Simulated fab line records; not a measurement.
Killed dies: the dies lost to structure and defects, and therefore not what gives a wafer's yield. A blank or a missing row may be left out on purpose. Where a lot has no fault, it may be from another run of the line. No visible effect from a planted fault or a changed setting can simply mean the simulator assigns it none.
Split-lot trial + flow n5Finfet + 21 wafers read from 7 lots, route of 1938 steps

## SPLIT DETAILS
At N5_BEOL_M8_ETCH_62 (etches SOC in N2/H2, target depth 110 nm, overetch 22 nm, time 165 s), the setting sourceW was moved away from the recipe's 840 W on 5 of the 21 wafers read, by -14.2% to +11.1%. All remaining wafers had this setting at the recipe value.

The reading comes from the split's own step.

## THE READING
rfVppV, in V, at N5_BEOL_M8_ETCH_62 (etches SOC in N2/H2, target depth 110 nm, overetch 22 nm, time 165 s). Fault-free wafers of this fab line usually give 524.6 V, standard deviation 2.9 V.

| wafer  | tool, chamber at the split | sourceW as run, W | against the recipe | rfVppV, V | against lot-mates on the recipe |
|--------|----------------------------|-------------------|--------------------|-----------|---------------------------------|
| L075.1 | rieDiel-02, 1              | 840               | recipe             | 520.8     | -                               |
| L075.2 | rieDiel-02, 0              | 840               | recipe             | 528.9     | -                               |
| L075.6 | rieDiel-02, 0              | 840               | recipe             | 528.2     | -                               |
| L076.2 | rieDiel-02, 0              | 840               | recipe             | 529.4     | -                               |
| L076.4 | rieDiel-02, 1              | 840               | recipe             | 520.6     | -                               |
| L076.5 | rieDiel-02, 1              | 840               | recipe             | 520.2     | -                               |
| L079.1 | rieDiel-05, 2              | 840               | recipe             | 523.7     | -                               |
| L079.3 | rieDiel-05, 0              | 840               | recipe             | 528.2     | -                               |
| L079.6 | rieDiel-05, 1              | 840               | recipe             | 519.1     | -                               |
| L081.2 | rieDiel-01, 1              | 840               | recipe             | 524.3     | -                               |
| L081.3 | rieDiel-01, 0              | 721               | -14.2%             | 548.5     | +24.0                           |
| L081.5 | rieDiel-01, 2              | 840               | recipe             | 524.6     | -                               |
| L088.3 | rieDiel-02, 2              | 753.4             | -10.3%             | 541.0     | +16.6                           |
| L088.5 | rieDiel-02, 2              | 840               | recipe             | 524.4     | -                               |
| L088.6 | rieDiel-02, 1              | 753.4             | -10.3%             | 539.9     | +15.5                           |
| L089.1 | rieDiel-05, 2              | 840               | recipe             | 524.3     | -                               |
| L089.4 | rieDiel-05, 3              | 840               | recipe             | 528.8     | -                               |
| L089.6 | rieDiel-05, 0              | 840               | recipe             | 527.0     | -                               |
| L093.1 | rieDiel-01, 0              | 840               | recipe             | 522.8     | -                               |
| L093.3 | rieDiel-01, 3              | 933.3             | +11.1%             | 504.0     | -18.8                           |
| L093.4 | rieDiel-01, 1              | 933.3             | +11.1%             | 506.6     | -16.2                           |

THE FIT
A straight line over all 21 wafers: rfVppV changes by -1.66 V for each +1% of sourceW; r = -0.95; the points scatter about the line by 3.1 V.
The same after taking each lot's own level away (the mean of its wafers on the recipe; 21 wafers): -1.61 V for each +1%; r = -0.96; scatter 2.8 V.
That fit puts the effect of the largest move of sourceW on the reading at 23 V.
The lots' own levels span 522.80 to 526.70 V, that is 1.3 times the standard deviation above.
Consequently the slope shifts little with the lot-to-lot level, the two slopes agreeing.
Check: for one of the wafers moved furthest among these (-14.2%), held out of the fit, the line's prediction against its lot-mates is +22.2 V. It came out at +24 V against them.
Tool readings at the split's step, against how far the setting was moved: rfVppV r = -0.95.

## THE FILE'S OWN FIT
rfVppV changes by -1.63 V for each +1% of sourceW, r = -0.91.
